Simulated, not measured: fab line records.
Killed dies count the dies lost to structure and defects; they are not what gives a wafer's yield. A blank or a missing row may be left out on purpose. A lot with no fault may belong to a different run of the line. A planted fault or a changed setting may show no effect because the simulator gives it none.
Struck lot and sound lot, side by side	flow n5 finfet	42 out of 1938 route steps
Sound: the wafers L123.2, L123.4, L123.5. Wafers L131.2, L131.3, L131.5 were the ones struck. The cause is given at the end.
For every step that has rows: the tool of each side, followed by ch and its chambers, followed by its first start. Under that, the readings that differ: sound wafers	struck wafers	difference of the means	sigmas: that difference in standard deviations of wafers without a fault.
alike: a reading whose means differ by less than 2 such deviations, as well as words and numbers matching on both sides. not compared: withheld readings; readings where some wafer has no value; bounds like >300 that might hide an equal value; numbers whose values overlap and for which the record gives no deviation.
A row with sigmas, a row that says differs or no value, or rows on one side alone: a step with any of these is where the two part. Numbers that don't overlap but have no deviation are shown without sigmas and don't part them. A reading that every wafer of one side lacks parts them only if that side has two wafers or more.

first, 11 steps without rows for these wafers: N5_BEOL_M7_ETCH_72 (etches underlayer in N2/H2, target depth 6.5 nm, time 5.2 s); N5_BEOL_M7_ETCH_65 (etches SiARC in CF4, target depth 15.6 nm, time 26 s); N5_BEOL_M7_ETCH_66 (etches SOC in N2/H2, target depth 80 nm, overetch 16 nm, time 120 s); N5_BEOL_M7_STRIP_69 (strips in N2/H2); N5_BEOL_M7_STRIP_73 (strips in N2/H2); N5_BEOL_M7_VIA_ETCH_34 (etches SiCOH lowk in C4F6/O2, target depth 125.5 nm, time 50.5 s); N5_BEOL_M7_STRIP_76 (strips in C4F6/O2); N5_BEOL_M7_STRIP_36 (strips in N2/H2); N5_BEOL_M7_TRENCH_ETCH_37 (etches SiCOH lowk in C4F6/O2, target depth 93.478 nm, time 31.2 s); N5_BEOL_M7_ETCH_41 (etches SiCN in CH3F/O2, target depth 31.9 nm, time 57.8 s); N5_BEOL_M7_STRIP_80 (strips in N2/H2, time 10 s).
N5_BEOL_M7_OCD_MEAS_38:
  sound on ocd-02, day 11 03:37; struck on ocd-01, day 13 14:20
  alike: trench depth nm
N5_BEOL_M7_HM_STRIP_39: strips TiN in peroxide tin strip, target depth 25 nm, time 158 s.
  sound on wet bench-06 ch 0,4,5, day 11 03:38; struck on wet bench-06 ch 1,5,7, day 13 14:22
then, 3 steps without rows for these wafers: N5_BEOL_M7_SRD_40 (time 30 s); N5_BEOL_M7_PRECLEAN_42 (cleans in residue remover, time 60 s); N5_BEOL_M7_SRD_43 (time 30 s).
N5_BEOL_M7_CD_MEAS_35: target cd 40 nm.
  sound on cd sem-02, day 11 03:46; struck on cd sem-01, day 13 14:29
reading	sound	struck	difference	sigmas
cd nm (nm)	38.8 38.9 39.9	39.9 40.4 40.7	+1.1	+2
then, 3 steps without rows for these wafers: N5_BEOL_M7_CURE_75 (cures SiCOH lowk, time 120 s); N5_BEOL_M7_DEGAS_44 (time 60 s); N5_BEOL_M7_PRE_CLEAN_45 (time 30 s).
N5_BEOL_M7_ALD_77: deposits TaN, target thk 2 nm, pulse time 2 s, purge time 3 s.
  sound on ald metal-04 ch 0,1,3, day 11 04:54; struck on ald metal-01 ch 0,3, day 13 15:55
  alike: heater power w
N5_BEOL_M7_SURFACE_TREAT_79:
  sound on pvd sputter-03, day 11 05:12; struck on pvd sputter-02, day 13 16:18
  not compared: throttle valve pct
then, 3 steps without rows for these wafers: N5_BEOL_M7_CVD_78 (deposits Co from CCTBA/H2, target thk 2 nm, time 142.3 s); N5_BEOL_M7_SPUTTER_48 (material Cu, target thk 10 nm, time 1.667 s); N5_BEOL_M7_ECD_50 (material Cu, target thk 300 nm).
N5_BEOL_M7_ANNEAL_51: time 90 s.
  sound on rtp anneal-02 ch 0, day 11 05:46; struck on rtp anneal-01 ch 0, day 13 16:52
reading	sound	struck	difference	sigmas
wafer_temp_C_max	225.85 225.60 225.72	226.35 226.20 226.68	+0.69	+3
then, 1 step without rows for these wafers: N5_BEOL_M7_CMP_52 (polishes, stops on SiCOH lowk, t overpolish 6.9 s, target thk 80 nm).
N5_BEOL_M7_THK_MEAS_53: measures by xrf.
  sound on film metro-01, day 11 06:19; struck on film metro-01, day 13 17:25
  alike: M7_THK
then, 1 step without rows for these wafers: N5_BEOL_M7_PRE_CLEAN_55 (time 15 s).
N5_BEOL_M7_DEP_56: deposits SiCN from 3MS/NH3, target thk 10 nm, time 17.5 s.
  sound on pecvd-02 ch 0,1,2, day 11 06:22; struck on pecvd-03 ch 0,1,2, day 13 17:29
  alike: showerhead plenum p Torr, throttle valve pct
N5_BEOL_M7_RS_MEAS_57: uses a four-point probe to measure.
  sound on film metro-02, day 11 06:26; struck on film metro-02, day 13 17:33
  alike: M7_RS
N5_BEOL_M8_ILD_DEP_00: deposits SiCOH lowk from DEMS/porogen, target thk 179.75 nm, time 33.4 s.
  sound on pecvd-03 ch 0,1,2, day 11 06:30; struck on pecvd-04 ch 0,2, day 13 17:37
  alike: heater power w, showerhead plenum p Torr, throttle valve pct
then, 1 step without rows for these wafers: N5_BEOL_M8_CURE_74 (cures SiCOH lowk, time 240 s).
N5_BEOL_M8_THK_MEAS_01:
  sound on film metro-01, day 11 07:05; struck on film metro-01, day 13 18:11
  alike: M8_ILD_THK
then, 7 steps without rows for these wafers: N5_BEOL_M8_PECVD_70 (deposits SiO2 from TEOS/O2, target thk 20 nm, time 22.7 s); N5_BEOL_M8_HM_DEP_02 (deposits TiN, target thk 20 nm); N5_BEOL_M8_COAT_59 (time 60 s, resist thk 100 nm); N5_BEOL_M8_COAT_60 (time 60 s, resist thk 35 nm); N5_BEOL_M8_COAT_05 (resist thk 90 nm); N5_BEOL_M8_EBR_07; N5_BEOL_M8_SOFTBAKE_06 (time 60 s).
-- record jumps: 4 days separate the struck wafers' starts on either side; left off in module BEOL_M8, taken up again in module PASSIVATION, whose first shown step is the route's number 1936 --
N5_PASSIVATION_PROBE_49:
  sound on prober-02, day 14 18:52; struck on prober-01, day 17 13:29
reading	sound	struck	difference	sigmas
defect limited yield (%)	90.1 90.0 88.0	83.1 86.8 84.0	-4.7	-3
killed_at_M0_to_M3	40 46 57	19 21 20	-28	-3
killed_at_M4_up	26 26 32	151 98 125	+97	+15
killed dies	117 118 142	200 156 189	+56	+3
killed open	82 69 102	44 44 46	-40	-3
sort_bin_5_function (%)	6.3 5.8 8.0	10.8 8.3 10.0	+3.0	+3
sort n pass	1063 1062 1038	980 1024 991	-56	-3
sort yield pct (%)	90.1 90.0 88.0	83.1 86.8 84.0	-4.7	-3
  alike: killed at contacts, killed at front end, killed at other, killed short, sort_bin_6_memory

== WHERE THEY PART ==
First at N5_BEOL_M7_CD_MEAS_35; last, within this record, at N5_PASSIVATION_PROBE_49.

WHY: what the simulator had put in
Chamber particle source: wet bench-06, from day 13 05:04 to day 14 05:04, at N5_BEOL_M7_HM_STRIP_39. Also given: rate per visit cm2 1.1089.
